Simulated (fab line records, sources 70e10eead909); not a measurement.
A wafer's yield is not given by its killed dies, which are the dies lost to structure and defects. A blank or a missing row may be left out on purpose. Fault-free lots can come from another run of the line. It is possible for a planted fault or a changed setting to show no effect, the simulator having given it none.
Which of the tools did it? / flow nand harc / 7 lots with 21 wafers sampled at 5 steps, on a route of 1302 steps

== WHAT EACH GAUGE READ, for each wafer ==
NHARC_P_M1_CD_MEAS_09 targets a cd of 130 nm.
lot=L489; measured=day 7 05:34; on=cd sem-02; cd nm (nm)=130.2 129.4 129.9
lot=L492; measured=day 8 12:40; on=cd sem-02; cd nm (nm)=129.6 131.0 130.0
lot=L496; measured=day 10 03:46; on=cd sem-02; cd nm (nm)=129.2 130.5 129.8
lot=L499; measured=day 11 06:02; on=cd sem-01; cd nm (nm)=129.7 129.3 129.8
lot=L502; measured=day 12 06:24; on=cd sem-03; cd nm (nm)=119.2 119.9 119.8
lot=L505; measured=day 13 20:17; on=cd sem-03; cd nm (nm)=129.2 129.0 129.7
lot=L508; measured=day 14 21:44; on=cd sem-01; cd nm (nm)=129.0 130.3 129.8

== WHAT TOOL EACH LOT RAN ON (gives the tool, then ch and the chambers of the sampled wafers, and finally the start) ==
lot=L489; NHARC_P_M0_PRE_CLEAN_29=pvd sputter-02, day 7 04:29 or earlier; NHARC_P_M0_PVD_21=pvd sputter-02, day 7 04:29 or earlier; NHARC_P_M0_DEP_32=pecvd-01 ch 1,2, day 7 04:29; NHARC_P_M1_PEB_07=litho track-04 ch 0, day 7 05:28
lot=L492; NHARC_P_M0_PRE_CLEAN_29=pvd sputter-01, day 8 11:27 or earlier; NHARC_P_M0_PVD_21=pvd sputter-01, day 8 11:27 or earlier; NHARC_P_M0_DEP_32=pecvd-02 ch 0,1, day 8 11:27; NHARC_P_M1_PEB_07=litho track-01 ch 0, day 8 12:35
lot=L496; NHARC_P_M0_PRE_CLEAN_29=pvd sputter-02, day 10 02:34 or earlier; NHARC_P_M0_PVD_21=pvd sputter-02, day 10 02:34 or earlier; NHARC_P_M0_DEP_32=pecvd-03 ch 0,1,2, day 10 02:34; NHARC_P_M1_PEB_07=litho track-06 ch 0, day 10 03:41
lot=L499; NHARC_P_M0_PRE_CLEAN_29=pvd sputter-02, day 11 04:56 or earlier; NHARC_P_M0_PVD_21=pvd sputter-02, day 11 04:56 or earlier; NHARC_P_M0_DEP_32=pecvd-01 ch 0,1,2, day 11 04:56; NHARC_P_M1_PEB_07=litho track-06 ch 0, day 11 05:57
lot=L502; NHARC_P_M0_PRE_CLEAN_29=pvd sputter-02, day 12 05:10 or earlier; NHARC_P_M0_PVD_21=pvd sputter-02, day 12 05:10 or earlier; NHARC_P_M0_DEP_32=pecvd-01 ch 0,1, day 12 05:10; NHARC_P_M1_PEB_07=litho track-06 ch 0, day 12 06:19
lot=L505; NHARC_P_M0_PRE_CLEAN_29=pvd sputter-03, day 13 19:05 or earlier; NHARC_P_M0_PVD_21=pvd sputter-03, day 13 19:05 or earlier; NHARC_P_M0_DEP_32=pecvd-03 ch 1,2, day 13 19:05; NHARC_P_M1_PEB_07=litho track-04 ch 0, day 13 20:12
lot=L508; NHARC_P_M0_PRE_CLEAN_29=pvd sputter-03, day 14 20:32 or earlier; NHARC_P_M0_PVD_21=pvd sputter-03, day 14 20:32 or earlier; NHARC_P_M0_DEP_32=pecvd-03 ch 0,1, day 14 20:32; NHARC_P_M1_PEB_07=litho track-04 ch 0, day 14 21:40
- NHARC_P_M0_PRE_CLEAN_29: time 30 s.
- NHARC_P_M0_PVD_21: deposits Cu, target thk 30 nm, time 20.49 s.
- NHARC_P_M0_DEP_32: deposits SiCN, target thk 30 nm.
- NHARC_P_M1_PEB_07: peb time 65 s.

== THE ANSWER, worked out from the rows above alone ==
Rule: what is usual is taken from the lots themselves. Put in order of their means at a reading, lots are off if they are a third of the lots or fewer, leave a main group of 4 or more, and stand apart from it by a gap of 3 or more times the standard deviation of the main group's means; of several such gaps the widest counts. A main group is skipped when, at the precision printed for the reading in the tables above, its means are all equal. Also off: a lot with no number at a reading for which 4 or more lots have one. All remaining lots with rows at the step are treated as sound.
Off, at NHARC_P_M1_CD_MEAS_09 on cd nm: L502. Main group: mean 129.7 nm, sd 0.27.
A tool fits if, at a process step before that reading, it ran every lot that is off, and no sound lot after the first of them. Gauges at NHARC_P_M1_CD_MEAS_09: tried the same way as those tools. NHARC_P_M0_PRE_CLEAN_29: start missing for some lots; hours and lot order therefore follow NHARC_P_M0_DEP_32. NHARC_P_M0_PVD_21: start missing for some lots; hours and lot order therefore follow NHARC_P_M0_DEP_32. Can't be told from this: 3 tools fit, pvd sputter-02 at NHARC_P_M0_PRE_CLEAN_29 and NHARC_P_M0_PVD_21, pecvd-01 at NHARC_P_M0_DEP_32, litho track-06 at NHARC_P_M1_PEB_07.

== WHAT HAD BEEN PUT IN BY THE SIMULATOR ==
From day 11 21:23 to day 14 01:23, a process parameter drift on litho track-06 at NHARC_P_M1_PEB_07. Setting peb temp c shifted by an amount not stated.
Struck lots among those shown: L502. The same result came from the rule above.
